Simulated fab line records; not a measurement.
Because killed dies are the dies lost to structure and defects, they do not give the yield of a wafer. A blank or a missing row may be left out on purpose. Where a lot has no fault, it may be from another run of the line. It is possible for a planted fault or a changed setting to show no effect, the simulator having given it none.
A lot that was struck, set against a sound lot	flow nand harc	15 steps out of a route of 1302
Sound: wafers L338.1, L338.2, L338.6. Wafers L350.1, L350.4, L350.6 were the ones struck. At the end, the cause is stated.
For every step that has rows: the tool of each side, followed by ch and its chambers, followed by its first start. Under that, the readings that differ: sound wafers	struck wafers	difference of the means	sigmas: that difference in standard deviations of wafers without a fault.
alike: readings whose means differ by less than 2 such deviations, and words and numbers that are the same on both sides. not compared: withheld readings, readings that some wafer has no value for, bounds like >300 that may hide the same value, and numbers for which the record gives no deviation and whose values overlap.
The two part at a step that has a row with sigmas, a row that says differs or no value, or rows on one side only. Numbers that have no deviation but don't overlap get no sigmas and don't part them. Lack of a reading on every wafer of one side parts them only where that side has two or more wafers.

NHARC_P_CONTACT_INSPECT_14:
  sound: defect inspect-01 at day 10 03:24; struck: defect inspect-02 at day 15 00:01
  alike: raw defect count
NHARC_P_CONTACT_DESCUM_17: chemistry O2, time 3 s.
  sound on rie diel-08 ch 0,2,3, day 10 03:29; struck on rie diel-10 ch 2,3, day 15 00:04
  alike: drypump motor current A, oes product au, rf vpp V, showerhead plenum p Torr, throttle valve pct
  not compared: rf hours counter h
NHARC_P_CONTACT_ETCH_35: etches the open film in CF4, target depth 39 nm, time 65 s.
  sound on rie diel-08 ch 1,2, day 10 03:33; struck on rie diel-10 ch 1,2, day 15 00:10
  alike: drypump motor current A, oes product au, rf vpp V, showerhead plenum p Torr, throttle valve pct
  not compared: rf hours counter h
NHARC_P_CONTACT_ETCH_36: etches the open film in N2/H2, target depth 260 nm, time 406.25 s.
  sound: rie diel-08 ch 0,1,2; struck: rie diel-10 ch 1,3
  alike: drypump motor current A, oes product au, rf vpp V, showerhead plenum p Torr, throttle valve pct
  not compared: rf hours counter h
then, 2 steps without rows for these wafers: NHARC_P_CONTACT_ETCH_18 (etches the open film in C4F8/O2/Ar, target depth 481 nm, time 240.5 s); NHARC_P_CONTACT_STRIP_37 (strips in C4F8/O2/Ar).
NHARC_P_CONTACT_ETCH_31: etches the open film in CH3F/O2, target depth 30 nm, time 85.7 s.
  sound: rie diel-08 ch 0,3; struck: rie diel-10 ch 0,2
  alike: drypump motor current A, oes product au, rf vpp V, showerhead plenum p Torr, throttle valve pct
  not compared: rf hours counter h
NHARC_P_CONTACT_CD_MEAS_19:
  sound: cd sem-01 at day 10 04:20; struck: cd sem-02 at day 15 00:56
  alike: cd nm
NHARC_P_CONTACT_STRIP_28: strips in O2.
  sound on rie diel-10 ch 0,1,3, day 10 04:25; struck on rie diel-10 ch 2,3, day 15 01:01
  alike: drypump motor current A, oes product au, rf vpp V, showerhead plenum p Torr, throttle valve pct
  not compared: rf hours counter h
then, 3 steps without rows for these wafers: NHARC_P_CONTACT_STRIP_29 (strips in post etch residue remover, time 1200 s); NHARC_P_CONTACT_DEGAS_38 (time 60 s); NHARC_P_CONTACT_PRE_CLEAN_39 (time 19.5 s).
NHARC_P_CONTACT_PVD_32: deposits Ti, target thk 5 nm, time 17.7 s.
  sound: pvd sputter-03 at day 10 05:10; struck: pvd sputter-01 at day 15 02:02
  alike: throttle valve pct
then, 1 step without rows for these wafers: NHARC_P_CONTACT_ALD_22 (deposits TiN, target thk 3 nm, pulse time 1 s, ald cycles 150).
-- break in the record here, with 18 days between the starts of the struck wafers on either side (left off in module P_CONTACT, picked up again in module END, where the first step shown is number 1302 on the route) --
NHARC_END_SORT_01:
  sound on prober-02 ch 0, day 28 14:28; struck on prober-01 ch 0, day 33 11:00
  alike: killed at array, killed at other, killed at periphery, killed dies, killed open, killed short

WHERE THEY PART
Nowhere in this record.

WHY: whatever the simulator had introduced
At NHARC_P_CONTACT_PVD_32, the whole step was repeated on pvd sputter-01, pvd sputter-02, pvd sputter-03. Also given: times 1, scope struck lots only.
